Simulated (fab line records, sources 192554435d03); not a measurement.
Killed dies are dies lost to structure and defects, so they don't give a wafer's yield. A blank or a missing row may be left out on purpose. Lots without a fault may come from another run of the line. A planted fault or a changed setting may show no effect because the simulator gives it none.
Split-lot experiment | flow n5_finfet | 7 lots, 39 wafers read, on a route of 1938 steps

THE SPLIT
At N5_BEOL_M12_DEP_53 (deposits SiCN from 3MS/NH3, target thk 30 nm, time 10.5 s), the setting time_s was moved away from the recipe's 10.5 s on 15 of the 39 wafers read, by -36.5% to +21.4%. The other wafers ran this setting at the recipe's value.

The reading is taken at the split's own step.

THE READING
SiCN_of_BEOL_M12_DEP_53.thk_nm (the simulator's own value, which no gauge read), in nm, at N5_BEOL_M12_DEP_53 (deposits SiCN from 3MS/NH3, target thk 30 nm, time 10.5 s). The file gives no usual value for it. The 24 wafers here that ran the recipe average 30.3 nm, standard deviation 0.44 nm.

wafer  | tool, chamber at the split | time_s as run, s | against the recipe | SiCN_of_BEOL_M12_DEP_53.thk_nm, nm | against lot-mates on the recipe
L080.1 | pecvd-04, 1                | 10.5             | recipe             | 30.2                               | -
L080.2 | pecvd-04, 2                | 10.5             | recipe             | 29.8                               | -
L080.3 | pecvd-04, 0                | 10.5             | recipe             | 30.4                               | -
L080.4 | pecvd-04, 0                | 10.5             | recipe             | 30.8                               | -
L080.5 | pecvd-04, 1                | 10.5             | recipe             | 31.4                               | -
L080.6 | pecvd-04, 2                | 10.5             | recipe             | 30.6                               | -
L083.1 | pecvd-04, 2,1              | 10.5             | recipe             | 30.2                               | -
L083.2 | pecvd-04, 2,1              | 10.5             | recipe             | 30.2                               | -
L083.4 | pecvd-04, 1                | 10.5             | recipe             | 30.8                               | -
L087.1 | pecvd-04, 0                | 8.916            | -15.1%             | 24.8                               | -5.5
L087.2 | pecvd-04, 2                | 10.5             | recipe             | 29.6                               | -
L087.3 | pecvd-04, 1                | 8.916            | -15.1%             | 25.4                               | -4.9
L087.4 | pecvd-04, 2                | 8.916            | -15.1%             | 25.8                               | -4.5
L087.5 | pecvd-04, 0                | 10.5             | recipe             | 30.8                               | -
L087.6 | pecvd-04, 1                | 10.5             | recipe             | 30.4                               | -
L089.1 | pecvd-01, 0                | 6.668            | -36.5%             | 19                                 | -11.2
L089.2 | pecvd-01, 2                | 6.668            | -36.5%             | 19.2                               | -11.0
L089.3 | pecvd-01, 1                | 10.5             | recipe             | 29.8                               | -
L089.4 | pecvd-01, 1,0              | 10.5             | recipe             | 30.4                               | -
L089.6 | pecvd-01, 1,0              | 10.5             | recipe             | 30.4                               | -
L089.5 | pecvd-01, 2                | 6.668            | -36.5%             | 19.4                               | -10.8
L088.1 | pecvd-04, 2                | 12.47            | +18.8%             | 35.4                               | +5.0
L088.2 | pecvd-04, 1                | 10.5             | recipe             | 30.2                               | -
L088.3 | pecvd-04, 0                | 12.47            | +18.8%             | 35.2                               | +4.8
L088.4 | pecvd-04, 2                | 10.5             | recipe             | 30.6                               | -
L088.5 | pecvd-04, 0                | 10.5             | recipe             | 30.4                               | -
L088.6 | pecvd-04, 1                | 12.47            | +18.8%             | 36.2                               | +5.8
L092.1 | pecvd-01, 0                | 12.75            | +21.4%             | 35.8                               | +6.0
L092.2 | pecvd-01, 2                | 10.5             | recipe             | 29.8                               | -
L092.3 | pecvd-01, 1                | 10.5             | recipe             | 29.4                               | -
L092.4 | pecvd-01, 0,1              | 12.75            | +21.4%             | 36.4                               | +6.6
L092.6 | pecvd-01, 0,1              | 12.75            | +21.4%             | 36.4                               | +6.6
L092.5 | pecvd-01, 2                | 10.5             | recipe             | 30.2                               | -
L093.1 | pecvd-01, 2                | 10.5             | recipe             | 29.8                               | -
L093.2 | pecvd-01, 0                | 8.643            | -17.7%             | 24.4                               | -5.6
L093.3 | pecvd-01, 2,0              | 8.643            | -17.7%             | 24.6                               | -5.4
L093.6 | pecvd-01, 2,0              | 8.643            | -17.7%             | 24.6                               | -5.4
L093.4 | pecvd-01, 0                | 10.5             | recipe             | 30                                 | -
L093.5 | pecvd-01, 2                | 10.5             | recipe             | 30.2                               | -
Where a row lists several chambers, the file gives one row for several wafers and doesn't say which wafer went through which chamber.

THE FIT
A straight line over all 39 wafers: SiCN_of_BEOL_M12_DEP_53.thk_nm changes by +0.299 nm for each +1% of time_s; r = +0.99; the points scatter about the line by 0.45 nm.
The same after taking each lot's own level away (the mean of its wafers on the recipe; 39 wafers): +0.3 nm for each +1%; r = +1.00; scatter 0.38 nm.
On that fit, the largest move of time_s shifts the reading by 11 nm.
The lots' own levels span 29.80 to 30.53 nm, that is 1.7 times the standard deviation above.
So the lot-to-lot level changes the slope little: the two slopes agree.
Check: with one of the wafers moved furthest among these (-36.5%) left out of the fit, the line predicts -11 nm for it against its lot-mates. It came out at -11.2 nm against them.

OTHER SPLITS ON THESE WAFERS
These wafers also went through other splits before the reading. Each is held against what the fit with the lots' levels taken away leaves over:
other split on the same wafers      | wafers away from the commonest value | r with SiCN_of_BEOL_M12_DEP_53.thk_nm (lot level and that fit taken away)
N5_BEOL_M10_ILD_DEP_00 target_thk_a | 18                                   | +0.00

THE FILE'S OWN FIT
SiCN_of_BEOL_M12_DEP_53.thk_nm changes by +0.301 nm for each +1% of time_s, r = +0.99.
